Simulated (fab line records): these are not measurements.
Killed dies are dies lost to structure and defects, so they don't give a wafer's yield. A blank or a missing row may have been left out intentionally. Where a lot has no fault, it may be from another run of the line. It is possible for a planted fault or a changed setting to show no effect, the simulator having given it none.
The same fault as seen by 3 desks	flow nand harc	every desk sees just its own numbers, and what lay behind them comes last

== THE METROLOGY DESK ==
Lot by lot, what the gauges showed, no matter which tool ran the lot: averages of those sampled wafers that carry a number. The brackets show how far a lot's mean lies from the usual mean; more than 4 standard deviations puts the lot out of limits, marked OUT.
Columns: A = cd nm at NHARC_P_M2_CD_MEAS_09, usual 169.7 nm; B = overlay x nm at NHARC_P_M2_OVL_MEAS_10, usual 0.0 nm; C = overlay y nm at NHARC_P_M2_OVL_MEAS_10, usual 0.2 nm
lot	first seen here	A	B	C
L919	day 6 19:04	169.6	-0.3	0.9
L928	day 10 15:44	166.4 (-4.1) OUT	-0.8	0.2
L931	day 11 13:58	168.2	-1.5	0.7
L937	day 13 23:49	169.1	0.4	0.2
L941	day 15 14:26	170.1	0.1	0.0
L942	day 16 03:48	170.3	-0.4	-0.3
This desk finds L928 out of limits, L928 being first, at day 10 15:44 (cd nm at NHARC_P_M2_CD_MEAS_09). L919, L931, L937, L941, L942: within limits.

== FOR THE TOOL OWNER'S DESK: litho track-01 ==
The tool's own readings at NHARC_P_M2_PEB_07 (peb time 65 s): means of the sampled wafers that have a number, for each lot that ran on this tool. The brackets show how far a lot's mean lies from the usual mean; more than 4 standard deviations puts the lot out of limits, marked OUT.
Columns: A = plate temp C at NHARC_P_M2_PEB_07, usual 99.98 C
lot	first seen here	A
L919	day 6 18:59	100.03
L928	day 10 15:39	99.45 (-4.4) OUT
L931	day 11 13:53	99.42 (-4.7) OUT
L937	day 13 23:45	99.99
This desk finds L928, L931 out of limits, L928 being first, at day 10 15:39 (plate temp C at NHARC_P_M2_PEB_07). L919, L937: within limits.

== THE DEFECT DESK ==
Per lot, the means of the sampled wafers with a number show what the inspections along the route counted. The brackets show how far a lot's mean lies from the usual mean; more than 4 standard deviations puts the lot out of limits, marked OUT.
Columns: A = raw defect count at NHARC_P_M1_INSPECT_27, usual 358; B = raw defect count at NHARC_P_M2_INSPECT_11, usual 5
lot	first seen here	A	B
L919	day 6 17:11	582	6
L928	day 10 14:13	312	6
L931	day 11 12:26	314	1
L937	day 13 22:25	320	6
L941	day 15 13:10	242	12
L942	day 16 02:25	444	8
This desk found nothing out of limits on any of the 6 lots.

== BROUGHT TOGETHER ==
On L928, L931, at day 10 15:39, an alarm was possible from the tool owner's desk.
L928 would have let the metrology desk raise an alarm at day 10 15:44.
Nothing the defect desk looked at was out of limits.
The metrology desk has L931 on record, within its limits.
The defect desk has L928, L931 on record, within its limits.
All the named lots went through NHARC_P_M2_PEB_07 on litho track-01.

== WHAT HAD BEEN PUT IN BY THE SIMULATOR ==
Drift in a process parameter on litho track-01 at NHARC_P_M2_PEB_07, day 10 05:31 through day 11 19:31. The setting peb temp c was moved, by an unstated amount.
Struck lots among those shown: L928, L931.
Time in hours from fault onset to the first out-of-limits reading at each desk: tool owner's desk 10, metrology desk 10.
